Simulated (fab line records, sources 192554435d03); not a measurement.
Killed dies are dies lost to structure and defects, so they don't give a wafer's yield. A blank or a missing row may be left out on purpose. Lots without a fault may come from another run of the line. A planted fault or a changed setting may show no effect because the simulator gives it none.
Chamber matching | flow n5_finfet | N5_BEOL_M1_ETCH_77 on rie_diel-03: 3 sister chambers
The step etches underlayer in N2/H2, target depth 6.5 nm, time 5.2 s. 3 wafers are shown with their chamber, then 6 later ones without.

WAFERS WITH THEIR CHAMBER
wafer  | chamber | oes_product_au (a.u.)
L080.1 | 0       | 0.64
L082.1 | 1       | 0.77
L082.3 | 3       | 0.60

WAFERS WITHOUT THEIR CHAMBER
wafer  | oes_product_au (a.u.)
L089.3 | 0.59
L089.6 | 0.74
L091.1 | 0.59
L091.2 | 0.62
L093.1 | 0.61
L093.3 | 0.60

WHICH CHAMBER EACH WENT THROUGH
wafer  | from the rows above     | in truth
L089.3 | 3                       | 3
L089.6 | 1                       | 1
L091.1 | 3                       | 3
L091.2 | can't be placed: 0 or 3 | 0
L093.1 | can't be placed: 3 or 0 | 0
L093.3 | 3                       | 3
Placed correctly: 4 of 6. Can't be placed from these rows: 2 (the true chamber is among the candidates in 2). Placed wrongly: 0.
How it was worked out, from the rows above alone: a wafer's distance from a chamber is the root of the sum, over the readings, of the square of ((its reading less the chamber's mean) divided by the reading's scatter). The wafer belongs to the nearest chamber; if the next one is less than 2 further off, it can't be placed. A chamber's mean is the mean of its shown wafers. The scatter: with one shown wafer a chamber, the root of the mean of the squares of how far each hidden wafer lies from its nearest shown one.
